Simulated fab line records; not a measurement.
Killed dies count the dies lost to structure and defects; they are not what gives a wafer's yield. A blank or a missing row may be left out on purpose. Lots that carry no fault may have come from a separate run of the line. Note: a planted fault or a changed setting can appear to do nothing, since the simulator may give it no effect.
Which tool is to blame?	flow n5 finfet	10 lots with 30 wafers sampled at 5 steps, on a route of 1938 steps

## WHAT THE GAUGES READ, wafer by wafer
N5_MOL_CONTACT_COAG_CD_MEAS_40: target cd 25.1 nm.
lot	measured	on	cd nm (nm)
L495	day 5 12:46	cd sem-01	24.92 25.07 25.07
L497	day 5 16:40	cd sem-01	25.15 25.06 25.03
L498	day 6 07:52	cd sem-03	24.85 25.29 25.46
L503	day 7 04:58	cd sem-02	25.41 25.02 25.52
L504	day 7 06:26	cd sem-02	25.77 25.12 25.68
L506	day 7 23:25	cd sem-02	25.43 25.34 25.10
L513	day 9 22:36	cd sem-01	25.09 25.02 24.86
L514	day 10 05:32	cd sem-03	25.13 24.86 25.25
L517	day 10 19:44	cd sem-02	25.28 25.21 25.42
L518	day 11 00:43	cd sem-03	24.62 24.73 25.13

N5_MOL_CONTACT_COAG_INSPECT_42: inspects for defects (brightfield).
lot	measured	on	raw defect count
L495	day 5 12:52	defect inspect-02	237 290 229
L497	day 5 16:45	defect inspect-02	166 205 214
L498	day 6 07:57	defect inspect-02	131 140 196
L503	day 7 05:03	defect inspect-02	196 336 181
L504	day 7 06:32	defect inspect-01	186 164 160
L506	day 7 23:31	defect inspect-02	344 170 242
L513	day 9 22:41	defect inspect-01	126 193 160
L514	day 10 05:37	defect inspect-01	238 251 231
L517	day 10 19:49	defect inspect-01	239 203 222
L518	day 11 00:49	defect inspect-01	145 234 312

N5_BEOL_M4_RC_MEAS_101.
lot	measured	on	DIBL_N (mV/V)	DIBL_P (mV/V)	IOFF_N (nA/um)	IOFF_P (nA/um)	ION_N (uA/um)	ION_P (uA/um)	SS_N (mV/dec)	SS_P (mV/dec)	VT_N (mV)	VT_P (mV)
L495	day 8 14:43	prober-02	35.3 33.1 35.4	35.0 32.6 35.4	0.147 0.115 0.157	0.18 0.16 0.20	670 664 679	456 458 466	71.7 70.6 70.9	72.2 72.7 72.6	248 254 248	-254 -252 -247
L497	day 9 00:02	prober-02	33.6 36.0 35.5	35.7 38.2 37.7	0.140 0.180 0.182	0.19 0.24 0.22	675 683 686	461 466 462	70.7 71.5 71.5	74.2 73.6 74.4	247 245 246	-252 -249 -248
L498	day 10 14:03	prober-01	35.8 35.6 35.3	34.8 35.3 34.3	0.142 0.137 0.125	0.18 0.19 0.17	673 672 665	457 461 460	71.2 70.9 70.9	73.5 73.3 73.4	251 252 255	-254 -252 -255
L503	day 10 07:54	prober-01	33.5 35.2 35.6	32.2 35.0 34.7	0.094 0.133 0.128	0.16 0.20 0.20	647 670 664	456 468 464	71.0 70.8 70.7	72.5 73.1 72.9	258 251 252	-253 -251 -253
L504	day 11 00:26	prober-01	35.3 32.1 34.6	35.3 31.7 35.5	0.149 0.108 0.132	0.23 0.17 0.21	674 662 664	465 460 462	71.1 70.5 71.6	73.4 71.9 72.2	251 254 253	-250 -250 -246
L506	day 11 10:58	prober-01	34.0 31.6 35.0	34.9 31.7 35.7	0.120 0.090 0.139	0.19 0.15 0.20	654 637 672	458 446 465	70.6 70.3 70.4	72.7 72.0 73.0	256 260 252	-250 -251 -249
L513	day 13 08:16	prober-02	35.1 38.0 33.5	35.6 38.5 33.5	0.145 0.202 0.112	0.20 0.26 0.16	682 690 657	466 471 452	72.3 73.0 71.0	73.7 74.0 73.2	252 246 257	-250 -247 -255
L514	day 13 14:29	prober-01	35.4 35.7 33.4	36.6 36.8 34.4	0.162 0.163 0.128	0.20 0.20 0.16	679 680 675	462 464 462	71.3 70.8 69.8	73.0 73.5 72.7	248 248 250	-253 -254 -256
L517	day 13 19:15	prober-02	36.9 35.1 37.1	37.1 34.1 36.7	0.151 0.120 0.148	0.21 0.18 0.22	667 663 658	460 465 456	71.1 71.8 71.5	73.5 72.4 73.8	248 254 250	-249 -250 -248
L518	day 13 23:03	prober-01	36.4 35.1 34.8	36.2 34.7 33.9	0.156 0.147 0.126	0.21 0.19 0.17	663 675 657	459 458 457	71.5 70.4 70.7	73.0 72.8 72.9	250 249 252	-249 -250 -255

## EACH LOT AND THE TOOL THAT RAN IT (in order: tool; ch and the chambers of the sampled wafers; start)
lot	N5_MOL_CONTACT_COAG_ETCH_91	N5_MOL_CONTACT_COAG_COAT_64
L495	rie diel-05 ch 0,1,2, day 5 11:57	litho track-02 ch 0, day 5 12:29
L497	rie diel-03 ch 0,1, day 5 15:46	litho track-02 ch 0, day 5 16:16
L498	rie diel-05 ch 0,3, day 6 07:05	litho track-01 ch 0, day 6 07:35
L503	rie diel-05 ch 0,1,3, day 7 04:04	litho track-01 ch 0, day 7 04:34
L504	rie diel-04 ch 1,2, day 7 05:40	litho track-01 ch 0, day 7 06:10
L506	rie diel-04 ch 0,1,2, day 7 22:31	litho track-01 ch 0, day 7 23:01
L513	rie diel-05 ch 0,3, day 9 21:49	litho track-05 ch 0, day 9 22:19
L514	rie diel-05 ch 0,3, day 10 04:37	litho track-05 ch 0, day 10 05:07
L517	rie diel-04 ch 1,3, day 10 18:57	litho track-01 ch 0, day 10 19:27
L518	rie diel-03 ch 0,1,3, day 10 23:56	litho track-01 ch 0, day 11 00:26
- N5_MOL_CONTACT_COAG_ETCH_91: etches SOC in N2/H2, target depth 60 nm, overetch 21 nm, time 101.2 s.
- N5_MOL_CONTACT_COAG_COAT_64: time 60 s, resist thk 10 nm.

## WHAT THE TOOLS THEMSELVES READ (means of the sampled wafers that have a number; where no wafer has one, the mark that the record gives instead)
N5_MOL_CONTACT_COAG_ETCH_91.
lot	tool	drypump motor current A (A)	oes product au (a.u.)	rf vpp V (V)	showerhead plenum p Torr (Torr)	throttle valve pct (%)
L495	rie diel-05	5.6	0.69	523	2.50	17.82
L497	rie diel-03	6.0	0.63	525	2.57	18.11
L498	rie diel-05	4.8	0.69	521	2.47	17.80
L503	rie diel-05	5.3	0.68	522	2.47	17.80
L504	rie diel-04	5.9	0.63	525	2.57	17.54
L506	rie diel-04	6.1	0.67	527	2.62	17.56
L513	rie diel-05	5.0	0.65	522	2.46	17.80
L514	rie diel-05	5.0	0.65	521	2.46	17.79
L517	rie diel-04	6.1	0.72	528	2.68	17.61
L518	rie diel-03	5.7	0.62	522	2.46	18.08

N5_MOL_CONTACT_COAG_COAT_64.
lot	tool	heater power total W (W)	plate temp C (C)
L495	litho track-02	391.5	204.92
L497	litho track-02	392.4	205.04
L498	litho track-01	392.3	205.17
L503	litho track-01	390.8	205.09
L504	litho track-01	400.2	208.57
L506	litho track-01	400.4	208.32
L513	litho track-05	392.2	204.78
L514	litho track-05	392.7	205.08
L517	litho track-01	392.3	204.86
L518	litho track-01	392.6	204.98

## THE ANSWER, worked out from the rows above alone
Rule: usual is defined by the lots themselves. Put in order of their means at a reading, lots are off if they are a third of the lots or fewer, leave a main group of 4 or more, and stand apart from it by a gap of 3 or more times the standard deviation of the main group's means; of several such gaps the widest counts. A main group is skipped when, at the precision printed for the reading in the tables above, its means are all equal. Also off: a lot with no number at a reading for which 4 or more lots have one. All remaining lots with rows at the step are treated as sound. Order of review: gauges by route order, followed by the tools' own readings, for which a lot's mean as printed above is used. At the first step where some lot is off, the reading lying furthest off is the one used; lots without a number count as furthest.
Off: L504, L506 (N5_MOL_CONTACT_COAG_COAT_64, plate temp C). The main group: mean 204.99 C, standard deviation 0.12.
If a tool, at that step or one of the process steps before it, ran each lot that is off and ran no sound lot following the first of them, it fits. None of those tried fits.

## WHAT THE SIMULATOR HAD PUT IN
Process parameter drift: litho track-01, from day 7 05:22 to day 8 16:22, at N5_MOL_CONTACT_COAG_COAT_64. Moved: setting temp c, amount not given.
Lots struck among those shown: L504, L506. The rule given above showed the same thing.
